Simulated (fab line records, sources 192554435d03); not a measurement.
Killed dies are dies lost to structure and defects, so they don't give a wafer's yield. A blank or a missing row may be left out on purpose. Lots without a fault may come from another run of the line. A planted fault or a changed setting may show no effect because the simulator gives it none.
fab line records | flow n5_finfet
record lots=6 wafers=18 last_day=17
route steps=1938 shown BEOL_M0@719 BEOL_M1@751 PASSIVATION@1936
lots that met no fault: from a run of the same line without faults
start_h: hours from the record's first day to the start of the lot's first wafer shown | wait_h: hours since the lot's step before | " the same as in the row above | L1.1+2: a row that stands for several wafers | - no value, or no start given | * or withheld: withheld | < > ~ a bound
route shown NAME@n: a module of which the file shows steps, and the number in the route of the first | usual: mean/standard deviation of fault-free wafers | same: alike in all rows | chamber/n: place in a boat | sites: the reading at each site | _std_site: their standard deviation | _edge_site: outer sites' mean less inner sites' | radius_mm: how far each site lies from the wafer's centre | mask NAME#n: copy n | behind: the tool/chamber that last shaped the wafer | hold: why the lot was held/for how many hours/how that ended | device: the transistor (n, p or np) that didn't switch | end of line: the same wafers' tests at the end of the route | a step without rows: its recipe alone | killed: dies lost to structure and defects at the first sort, not the wafer's yield | map: a wafer's dies, x killed, . not, _ none there
set.NAME: the setting as run; set.NAME@STEP: as run at that earlier step | model.NAME: the simulator's own value behind a step, which no gauge read
lots at some steps of the route; a table a step, a row a wafer
services: from which hour (start_h, from the record's first day; less than 0 if before it) a tool's chamber was out of use, for how many hours, and why
## steps
# step N5_BEOL_M0_WET_ETCH_106
# recipe chemistry=DHF dilution=10:1 temp_c=25 target=SiO2 target_depth_a=1300 dry=ipa_marangoni rinse_time_s=30 rinse_temp_c=23
# step N5_BEOL_M0_ETCH_128
# recipe chemistry=CF4/N2 target_depth_a=120 overetch_a=51 target=SiCN time_s=21.4 ion_energy_ev=150 pressure_mtorr=40 source_w=430 bias_w=70 Ar_flow_sccm=100 cf4_flow_sccm=60 n2_flow_sccm=60
# step N5_BEOL_M0_TRENCH_ETCH_107
# recipe chemistry=C4F6/O2 target_depth_a=328 target=SiOC time_s=16.4 ion_energy_ev=250 pressure_mtorr=30 source_w=355 bias_w=185 Ar_flow_sccm=300 C4F6_flow_sccm=10 O2_flow_sccm=10
# step N5_BEOL_M0_STRIP_142
# recipe chemistry=N2/H2 time_s=10 power_w=450 temp_c=40 pressure_mtorr=20 rf_frequency_hz=6e+07 bias_power_w=7 n2_flow_sccm=200 h2_flow_sccm=200
# step N5_BEOL_M0_OCD_MEAS_108
# usual trench_depth_nm=33.1/0.63
# columns lot.wafer tool chamber start_h wait_h trench_depth_nm
L101.1 ocd-02 - 142.75 0.1 33.6
L101.2 " - " " 33.6
L101.6 " - " " 33.4
L106.1 ocd-02 - 150.37 0.1 33.4
L106.5 " - " " 34.1
L106.6 " - " " 33.3
L109.3 ocd-01 - 164.73 0.1 31.4
L109.4 " - " " 33.0
L109.5 " - " " 32.2
L114.4 ocd-02 - 199.25 0.1 33.3
L114.5 " - " " 32.9
L114.6 " - " " 32.9
L119.2 ocd-02 - 229.51 0.1 34.3
L119.3 " - " " 33.4
L119.6 " - " " 33.5
L122.1 ocd-01 - 247.72 0.1 33.2
L122.3 " - " " 33.2
L122.6 " - " " 32.6
# step N5_BEOL_M0_HM_STRIP_129
# recipe chemistry=peroxide_tin_strip material=TiN target_depth_a=170 temp_c=50 time_s=108
# step N5_BEOL_M0_SRD_130
# recipe time_s=30 temp_c=23 rinse_liquid=diw dry=ipa_marangoni
# step N5_BEOL_M0_ETCH_109
# recipe chemistry=CH3F/O2 target_depth_a=80 overetch_a=24 target=SiCN time_s=27.4 ion_energy_ev=120 pressure_mtorr=30 source_w=395 bias_w=75 Ar_flow_sccm=150 CH3F_flow_sccm=30 O2_flow_sccm=20
# usual drypump_motor_current_A=5.7/0.37 oes_product_au=0.71/0.071 rf_vpp_V=297.4/1.4 showerhead_plenum_p_Torr=2.00/0.061 throttle_valve_pct=16.24/0.18
# columns lot.wafer tool chamber start_h wait_h drypump_motor_current_A oes_product_au rf_hours_counter_h rf_vpp_V showerhead_plenum_p_Torr throttle_valve_pct
L101.1 rie_diel-01 1 144.46 1.6 6.1 0.73 68 299.1 2.03 16.28
L101.2 " 3 " " 5.6 0.60 210 297.0 2.07 16.54
L101.6 " 1 " " 6.1 0.73 - 297.4 2.03 16.28
L106.1 rie_diel-05 1 150.89 0.4 5.9 0.79 27 296.6 1.94 16.19
L106.5 " 1 " " 5.9 0.79 - 295.8 1.94 16.19
L106.6 " 0 " " 5.7 0.68 - 297.4 2.03 15.99
L109.3 rie_diel-05 2 164.84 0.0 5.8 0.76 44 297.0 1.94 16.31
L109.4 " 3 " " 6.3 0.59 240 298.7 2.05 16.55
L109.5 " 0 " " 5.7 0.69 - 297.1 2.03 16.01
L114.4 rie_diel-05 0 199.39 0.1 5.7 0.67 - 297.0 2.03 16.02
L114.5 " 2 " " 5.8 0.74 - 296.2 1.94 16.32
L114.6 " 1 " " 5.9 0.74 - 295.5 1.93 16.24
L119.2 rie_diel-06 2 229.62 0.0 5.3 0.71 69 298.8 2.10 16.06
L119.3 " 0 " " 5.3 0.62 177 298.6 1.99 16.47
L119.6 " 0 " " 5.3 0.62 - 296.0 1.99 16.48
L122.1 rie_diel-06 1 247.83 0.0 6.2 0.59 238 295.6 1.89 16.46
L122.3 " 3 " " 5.1 0.79 13 298.7 2.06 16.21
L122.6 " 2 " " 5.3 0.71 - 298.9 2.09 16.08
# step N5_BEOL_M0_STRIP_139
# recipe chemistry=post_etch_residue_remover time_s=60 temp_c=25 remover_ph=withheld remover_water_wt_pct=withheld remover_fluoride_wt_pct=withheld
# step N5_BEOL_M0_SRD_111
# recipe time_s=30 temp_c=23 rinse_liquid=diw dry=ipa_marangoni
# step N5_BEOL_M0_DEGAS_112
# recipe ambient=vacuum temp_c=250 time_s=60
# step N5_BEOL_M0_PRE_CLEAN_113
# recipe gas=H2/He time_s=30 temp_c=250
# step N5_BEOL_M0_ALD_136
# recipe material=TaN target_thk_a=* temp_c=275 ald_precursor_family=PDMAT ald_co_reactant=NH3 pressure_torr=3 carrier_flow_sccm=1500 pulse_time_s=2 purge_time_s=3 co_reactant_purge_time_s=2 co_reactant_pulse_time_s=3 ald_cycles=30 precursor_vessel_temp_c=75 precursor_vessel_pressure_torr=26.25 precursor_vessel_carrier_sccm=1000
# usual heater_power_w=409/40 precursor_vessel_temp_c=75.02/0.12
# columns lot.wafer tool chamber start_h wait_h heater_power_w precursor_vessel_temp_c
L101.1 ald_metal-01 3 144.74 0.0 404 74.92
L101.2 " 1 " " 423 74.99
L101.6 " 3 " " 416 74.90
L106.1 ald_metal-02 1 151.66 0.1 431 75.07
L106.5 " 0 " " 350 75.14
L106.6 " 1 " " 440 75.02
L109.3 ald_metal-01 2 165.40 0.0 377 74.82
L109.4 " 0 " " 374 75.05
L109.5 " 2 " " 387 74.85
L114.4 ald_metal-01 3 200.23 0.2 414 74.92
L114.5 " 2 " " 369 75.28
L114.6 " 1 " " 424 74.92
L119.2 ald_metal-03 0 230.26 0.0 380 74.89
L119.3 " 2 " " 382 75.12
L119.6 " 2 " " 390 75.12
L122.1 ald_metal-02 1 249.90 0.0 436 74.97
L122.3 " 2 " " 433 75.07
L122.6 " 1 " " 446 75.03
# step N5_BEOL_M0_SURFACE_TREAT_137
# recipe gas=Ar time_s=* ion_energy_ev=* ion_current_ma_cm2=0.5 pressure_mtorr=* ar_flow_sccm=30
# step N5_BEOL_M0_CVD_115
# recipe material=Co target_thk_a=* temp_c=withheld precursor=CCTBA/H2 pressure_torr=30 time_s=120
# step N5_BEOL_M0_SPUTTER_116
# recipe material=Cu target_thk_a=40 temp_c=-20 chamber_pressure_pa=0.07 power_w=withheld time_s=7.37
# step N5_BEOL_M0_ANNEAL_117
# recipe temp_c=400 time_s=60 ambient=vacuum
# step N5_BEOL_M0_SPUTTER_132
# recipe material=Cu target_thk_a=40 temp_c=-20 chamber_pressure_pa=0.07 power_w=withheld time_s=7.37
# step N5_BEOL_M0_ANNEAL_133
# recipe temp_c=400 time_s=60 ambient=vacuum
# usual heater_power_w=791/55
# columns lot.wafer tool chamber start_h wait_h heater_power_w
L101.1 pvd_sputter-01 - 149.25 0.0 844
L101.2 " - " " 762
L101.6 " - " " 839
L106.1 pvd_sputter-01 - 152.51 0.0 761
L106.5 " - " " 854
L106.6 " - " " 835
L109.3 pvd_sputter-02 - 166.22 0.0 711
L109.4 " - " " 746
L109.5 " - " " 753
L114.4 pvd_sputter-02 - 200.99 0.0 772
L114.5 " - " " 882
L114.6 " - " " 748
L119.2 pvd_sputter-03 - 231.11 0.0 733
L119.3 " - " " 846
L119.6 " - " " 834
L122.1 pvd_sputter-02 - 253.75 3.2 862
L122.3 " - " " 706
L122.6 " - " " 709
# step N5_BEOL_M0_SPUTTER_134
# recipe material=Cu target_thk_a=40 temp_c=-20 chamber_pressure_pa=0.07 power_w=withheld time_s=7.37
# step N5_BEOL_M0_ANNEAL_135
# recipe temp_c=400 time_s=60 ambient=vacuum
# step N5_BEOL_M0_SPUTTER_141
# recipe material=Cu target_thk_a=40 temp_c=-20 chamber_pressure_pa=0.07 power_w=withheld time_s=7.37
# usual throttle_valve_pct=30.6/0.92
# columns lot.wafer tool chamber start_h wait_h throttle_valve_pct
L101.1 pvd_sputter-01 - 149.41 0.0 29.8
L101.2 " - " " 29.6
L101.6 " - " " 30.2
L106.1 pvd_sputter-01 - 152.67 0.0 30.2
L106.5 " - " " 29.7
L106.6 " - " " 30.3
L109.3 pvd_sputter-02 - 166.38 0.0 30.6
L109.4 " - " " 29.4
L109.5 " - " " 32.3
L114.4 pvd_sputter-02 - 201.15 0.0 32.7
L114.5 " - " " 31.5
L114.6 " - " " 29.6
L119.2 pvd_sputter-03 - 231.27 0.0 30.5
L119.3 " - " " 31.9
L119.6 " - " " 31.2
L122.1 pvd_sputter-02 - 253.91 0.0 31.1
L122.3 " - " " 30.5
L122.6 " - " " 30.9
# step N5_BEOL_M0_ECD_118
# recipe material=Cu target_thk_a=3000
# step N5_BEOL_M0_ANNEAL_119
# recipe temp_c=225 time_s=90 ambient=N2
# step N5_BEOL_M0_CMP_120
# recipe stop_on=SiOC t_overpolish_s=6.9 down_force_psi=1 platen_rpm=50 clearing_platen_down_force_psi=1.5 clearing_platen_rpm=50 post_cmp_clean=cu_alkaline clearing_platen_pad_velocity_m_s=0.99484 pad_velocity_m_s=0.99484
# usual barrier_field_endpoint_s=3.66/0.13 motor_current_A=5.7/0.48 overpolish_run_s=6.899/0.0089 time_to_endpoint_s=62/3.7
# columns lot.wafer tool chamber start_h wait_h barrier_field_endpoint_s motor_current_A overpolish_run_s time_to_endpoint_s
L101.1 cmp-02 1 150.20 0.3 3.54 5.1 6.910 67
L101.2 " 2 " " 3.70 4.7 6.904 66
L101.6 " 0 " " 3.67 5.7 6.889 65
L106.1 cmp-02 1 153.25 0.3 3.65 5.2 6.897 63
L106.5 " 3 " " 4.06 5.7 6.907 71
L106.6 " 0 " " 3.50 6.0 6.890 64
L109.4 cmp-03 1 166.92 0.2 3.61 5.3 6.903 61
L109.3 " 3 " " 3.67 6.0 6.897 65
L109.5 " 1 " " 3.50 5.4 6.889 69
L114.4 cmp-04 3 203.35 0.2 3.76 5.8 6.896 66
L114.6 " 2 " " 3.53 5.6 6.899 58
L114.5 " 3 " " 3.67 5.9 6.895 64
L119.2 cmp-04 1 232.70 1.1 3.81 6.3 6.915 63
L119.3 " 0 " " 3.68 5.5 6.887 62
L119.6 " 2 " " 3.64 5.6 6.912 60
L122.1 cmp-03 3 254.40 0.3 3.70 6.3 6.900 66
L122.3 " 1 " " 3.64 5.5 6.901 63
L122.6 " 3 " " 3.62 6.2 6.897 61
# step N5_BEOL_M0_PRE_CLEAN_131
# recipe gas=NH3/H2 time_s=15 temp_c=* rf_power_w=300
# step N5_BEOL_M0_CO_CAP_123
# recipe material=Co target_thk_a=20 temp_c=200 precursor=CCTBA/H2 pressure_torr=30 time_s=102.1
# step N5_BEOL_M0_PRE_CLEAN_124
# recipe gas=NH3 time_s=15 temp_c=withheld rf_power_w=300
# step N5_BEOL_M0_DEP_125
# recipe material=SiCN target_thk_a=80 temp_c=withheld precursor=3MS/NH3 pressure_torr=3 rf_w=202 time_s=14
# step N5_BEOL_M0_RS_MEAS_126
# recipe thk_meas_gauge=four-point-probe reads=Co_of_BEOL_M0_CO_CAP_123+Cu_of_BEOL_M0_ECD_118+Co_of_BEOL_M0_CVD_115+TaN_of_BEOL_M0_ALD_136
# usual M0_RS=0.538/0.023
# columns lot.wafer tool chamber start_h wait_h M0_RS[ohm/sq]
L101.1 film_metro-01 - 150.68 0.0 0.534
L101.2 " - " " 0.520
L101.6 " - " " 0.492
L106.1 film_metro-02 - 153.75 0.1 0.528
L106.5 " - " " 0.490
L106.6 " - " " 0.539
L109.3 film_metro-01 - 167.44 0.1 0.520
L109.4 " - " " 0.505
L109.5 " - " " 0.496
L114.4 film_metro-01 - 203.87 0.0 0.525
L114.5 " - " " 0.513
L114.6 " - " " 0.583
L119.2 film_metro-01 - 233.48 0.1 0.552
L119.3 " - " " 0.567
L119.6 " - " " 0.554
L122.1 film_metro-02 - 254.96 0.0 0.547
L122.3 " - " " 0.531
L122.6 " - " " 0.523
# step N5_BEOL_M1_ILD_DEP_00
# recipe material=SiOC target_thk_a=790 temp_c=350 precursor=DEMS/O2 pressure_torr=5 rf_w=500 time_s=15.3
# step N5_BEOL_M1_THK_MEAS_01
# recipe reads=SiOC_of_BEOL_M1_ILD_DEP_00
# usual M1_ILD_THK=78.9/1
# columns lot.wafer tool chamber start_h wait_h M1_ILD_THK[nm]
L101.1 film_metro-01 - 150.81 0.0 77.8
L101.2 " - " " 78.8
L101.6 " - " " 80.0
L106.1 film_metro-02 - 153.88 0.0 78.6
L106.5 " - " " 78.9
L106.6 " - " " 80.0
L109.3 film_metro-01 - 167.57 0.1 77.5
L109.4 " - " " 80.1
L109.5 " - " " 78.7
L114.4 film_metro-01 - 204.02 0.1 78.2
L114.5 " - " " 79.5
L114.6 " - " " 78.5
L119.2 film_metro-01 - 233.63 0.1 78.0
L119.3 " - " " 76.8
L119.6 " - " " 77.9
L122.1 film_metro-02 - 255.08 0.0 77.9
L122.3 " - " " 77.9
L122.6 " - " " 79.2
# step N5_BEOL_M1_PECVD_72
# recipe material=SiO2 target_thk_a=160 temp_c=400 precursor=TEOS/O2 pressure_torr=5.5 rf_w=450 teos_flow_sccm=53.8 gas=O2 flow_sccm=3000 time_s=18
# usual heater_power_w=716/81 showerhead_plenum_p_Torr=8.76/0.064 throttle_valve_pct=22.1/1.5
# columns lot.wafer tool chamber start_h wait_h heater_power_w showerhead_plenum_p_Torr throttle_valve_pct
L101.1 pecvd-01 0 150.85 0.0 750 8.71 21.5
L101.2 " 2 " " 858 8.71 22.8
L101.6 " 1 " " 717 8.68 24.0
L106.1 pecvd-02 0 153.91 0.0 723 8.76 21.8
L106.5 " 0 " " 729 8.75 21.7
L106.6 " 2 " " 695 8.75 19.8
L109.3 pecvd-02 1 167.60 0.0 624 8.82 23.5
L109.4 " 2 " " 606 8.79 19.6
L109.5 " 0 " " 685 8.75 21.7
L114.4 pecvd-02 2 204.07 0.1 650 8.78 19.9
L114.5 " 1 " " 697 8.84 23.8
L114.6 " 0 " " 691 8.72 22.0
L119.2 pecvd-04 0 233.66 0.0 830 8.78 23.2
L119.3 " 2 " " 600 8.83 19.8
L119.6 " 1 " " 724 8.87 22.1
L122.1 pecvd-02 2 255.12 0.0 678 8.77 19.8
L122.3 " 0 " " 688 8.75 22.0
L122.6 " 2 " " 684 8.77 20.1
# step N5_BEOL_M1_HM_DEP_02
# recipe material=TiN target_thk_a=200 temp_c=25 chamber_pressure_pa=0.49996
# step N5_BEOL_M1_COAT_61
# recipe resist=SOC temp_c=250 time_s=60 spin_rpm=1500 resist_thk_nm=60
# step N5_BEOL_M1_COAT_62
# recipe resist=SiARC temp_c=220 time_s=60 spin_rpm=1500 resist_thk_nm=12
# step N5_BEOL_M1_COAT_73
# recipe resist=underlayer temp_c=205 time_s=60 spin_rpm=1500 resist_thk_nm=5
# step N5_BEOL_M1_COAT_05
# recipe resist=CAR-EUV spin_rpm=1500 resist_thk_nm=30
# step N5_BEOL_M1_EBR_07
# recipe solvent=PGMEA ebr_width_mm=1.5
# step N5_BEOL_M1_SOFTBAKE_06
# recipe temp_c=110 time_s=60 resist=CAR-EUV
# step N5_PASSIVATION_PROBE_49
# usual defect_limited_yield=91.3/1.5 killed_at_M0_to_M3=31/11 killed_at_M4_up=14/5.1 killed_at_contacts=12/5.6 killed_at_front_end=42/12 killed_at_other=3.8/2.9 killed_dies=103/18 killed_on_rim=14/4.5 killed_open=67/14 killed_short=33/8 sort_bin_5_function=5.1/1 sort_bin_6_memory=3.2/0.75 sort_n_pass=1077/18 sort_yield_pct=91.3/1.5
# same gross_dies=1180 killed_at_back_side=0 sort_bin_4_leakage[%]=0 sort_bin_8_speed[%]=0
# columns lot.wafer tool chamber start_h wait_h defect_limited_yield[%] killed_at_M0_to_M3 killed_at_M4_up killed_at_contacts killed_at_front_end killed_at_other killed_dies killed_on_rim killed_open killed_short sort_bin_5_function[%] sort_bin_6_memory[%] sort_n_pass sort_yield_pct[%]
L109.3 prober-01 - 326.36 0.1 82.6 134 11 6 50 4 205 30 68 41 10.2 3.8 975 82.6
L109.4 prober-01 - 326.41 0.2 82.5 146 13 4 40 3 206 12 67 33 12.3 3.5 974 82.5
L109.5 prober-01 - 326.46 0.2 81.9 139 30 8 34 2 213 37 90 39 10.3 5.6 967 81.9
L114.4 prober-02 - 374.18 0.2 82.4 131 9 13 48 7 208 29 73 38 10.6 4.7 972 82.4
L114.5 prober-02 - 374.23 0.2 84.7 119 11 4 43 4 181 30 68 29 10.3 3.3 999 84.7
L114.6 prober-02 - 374.28 0.3 82.6 145 16 5 33 6 205 9 63 27 11.3 3.8 975 82.6
# killed by level:class
L109.3 BEOL_M0:unspecified=84 BEOL_M0_SAQP:geometric_particle:short=16 BEOL_M0_SAQP:geometric_particle:open=15 HKMG_FIN:area_etch=11 BEOL_M1:geometric_particle:open=8 STI_FIN_REVEAL:geometric_particle:open=6 ILD0:geometric_particle:open=6 MOL_CONTACT_COAG:geometric_particle:open=5
L109.4 BEOL_M0:unspecified=106 FIN_SAQP:geometric_particle:open=12 BEOL_M0_SAQP:geometric_particle:open=12 BEOL_M0_SAQP:geometric_particle:short=8 FIN_SAQP:geometric_particle:short=7 BEOL_M3:geometric_particle:open=7 DUMMY_GATE:geometric_particle:open=6 BEOL_M1:geometric_particle:open=6
L109.5 BEOL_M0:unspecified=81 BEOL_M0_SAQP:geometric_particle:open=17 BEOL_M4:geometric_particle:open=16 BEOL_M0_SAQP:geometric_particle:short=14 BEOL_M1:geometric_particle:open=9 BEOL_M2:geometric_particle:open=7 ILD0:geometric_particle:open=6 MOL_CONTACT_COAG:geometric_particle:open=5
L114.4 BEOL_M0:unspecified=97 FIN_SAQP:geometric_particle:open=17 MOL_CONTACT_COAG:geometric_particle:open=9 BEOL_M0_SAQP:geometric_particle:open=8 FIN_SAQP:geometric_particle:short=7 STI_FIN_REVEAL:geometric_particle:open=7 BEOL_M0_SAQP:geometric_particle:short=7 BEOL_M0:geometric_particle:open=7
L114.5 BEOL_M0:unspecified=83 FIN_SAQP:geometric_particle:open=11 BEOL_M0_SAQP:geometric_particle:open=8 BEOL_M1:geometric_particle:open=8 STI_FIN_REVEAL:geometric_particle:open=7 FIN_SAQP:geometric_particle:short=6 DUMMY_GATE:geometric_particle:open=6 BEOL_M3:geometric_particle:open=5
L114.6 BEOL_M0:unspecified=115 BEOL_M0_SAQP:geometric_particle:short=10 STI_FIN_REVEAL:geometric_particle:open=9 FIN_SAQP:geometric_particle:open=8 DUMMY_GATE:geometric_particle:open=6 MOL_CONTACT_COAG:geometric_particle:open=5 BEOL_M0_SAQP:geometric_particle:open=5 BEOL_M1:geometric_particle:open=5
# map L109.5 (x killed, . not)
_________________....x...x...________________
______________.x.x.......x......_____________
___________........x...............__________
__________...x..........x..........._________
________........x.x..x................_______
_______xxxx.......................xx...______
______xxxxx.x.........x..........x......_____
_____xxxxxxx...............x...x........x____
____xxxxxxx.xx.x............x.............___
___xxxxxxxxxx.x......x....x......x.........__
___xxxxxxxx..x.x..x.......x..x.............__
__xxxxxxxxx.....................x.....x....x_
__xxxxxxxxx..............x.................x_
_xxxxxxx.xxxx.........x....................x.
_..x.xxxx....x...............x...............
_x..xxxxx.xx.x..........x...........x........
_.....x.......x....x.............x......x....
_x......x...x.x........x.........x...........
_....x...........x.......x..........x.....x..
_...............x......x.............x..x....
_.x.....x.....xx..............x......x.......
__.x...x.x.....x.....x......x............xx._
__.....................x...xx....xx...x.x..._
___.x....x....x............................__
___....x.......................x....x....x.__
____.x.....x..x..x.................x.x.x..___
_____xx...x.x..........x....x...........x____
______......x...x..x.xx.........x....x.x_____
_______...............x..x.............______
________...........x.x...x....x......._______
__________....x..x.............x...._________
___________.......x............xx.x__________
______________...........x.x...._____________
_________________......x.....________________
# map L114.4 (x killed, . not)
_________________..x......xxx________________
______________....x...x..xxxxxxx_____________
___________x..........x....xxxxxxx.__________
__________..............xxxxxxxxxxxx_________
________..............x.xxxxxxxxxxxxxx_______
_______.....x...........xxxxxxxxxxxxxxx______
______...............x.xxxxxxxxxxxxxx..._____
_____..................x..xxxxxxxxxx.....____
____.................x..xxxxxxxxxxxx..x...___
___......................x.x.xxxxx.x.......__
___............x..........x..xx.......xx...__
__...............x.................x........_
__.x..x..............x.........x.....x..x.x._
_...x...........................x.....x......
_..x......x.............x...........x........
_...xx..........x............x...x...........
_.....x.x..x..x....x..................x......
_.............x..x..x...x....................
_x..x.x.................x....................
_x.............x............................x
_.x........x...x.xx.......x.x................
__.........x..x............................._
__..x...x......x.x.......x.x.........x......_
___..............x.................xx......__
___....x.......x....x..............x.x...x.__
____.x....................x..............x___
_____............x..x..............xx....____
______..............x..................._____
_______.xx....x.....x.....x..x..x......______
________....x....................x...._______
__________...x.....x.......x........_________
___________.....x.x................__________
______________.....x..x......x.._____________
_________________...x........________________
## services
# columns tool chamber start_h hours kind
ald_metal-02 - 121.64 2.3 repair
ald_metal-03 - 122.27 14.6 pm
rie_diel-06 - 125.58 28.1 pm
cmp-03 - 126.97 0.4 repair
cmp-04 - 128.44 4.0 pm
rie_diel-01 2 128.72 2.3 repair
pecvd-01 - 132.82 0.8 repair
pvd_sputter-02 - 140.26 0.6 repair
ald_metal-02 - 140.52 5.3 repair
pecvd-04 - 144.83 28.1 pm
ald_metal-01 2 146.20 3.4 repair
cmp-02 - 161.40 8.3 pm
pecvd-01 - 167.36 1.7 repair
cmp-04 - 185.04 3.2 repair
rie_diel-05 3 194.37 - clean
pecvd-01 - 200.16 2.8 pm
cmp-03 - 200.43 2.5 repair
cmp-02 - 201.77 6.7 pm
cmp-02 - 209.12 0.2 repair
rie_diel-06 3 225.92 16.6 repair
pecvd-02 0 226.37 5.5 scheduled_down
cmp-03 - 233.02 4.0 pm
pecvd-02 0 233.12 2.1 scheduled_down
ald_metal-02 1 233.87 13.2 repair
## key
first_sign step=N5_PASSIVATION_PROBE_49 reading=killed_at_M0_to_M3 direction=up sigmas=9.8 usual=31 struck=136
effect step=N5_PASSIVATION_PROBE_49 reading=killed_dies direction=up sigmas=5.5 usual=103 struck=203
more_kills_born_at N5_BEOL_M0_ALD_136@ald_metal-01=566
met_at N5_BEOL_M0_ALD_136
struck_wafers L109.3,L109.4,L109.5,L114.4,L114.5,L114.6
baseline_loss step=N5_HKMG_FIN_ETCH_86 wafers=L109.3
onset_between 144.74 165.40
also_fits N5_BEOL_M0_ETCH_109:rie_diel-05
fault kind=chamber_particle_source tool=ald_metal-01 chamber=- onset_h=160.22 steps=N5_BEOL_M0_ALD_136 rate_per_visit_cm2=0.75432 end_h=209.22
# baseline_loss: these wafers lose ten dies or more at that step, a loss of the line's own and not of a fault; the sort's usual values leave them out
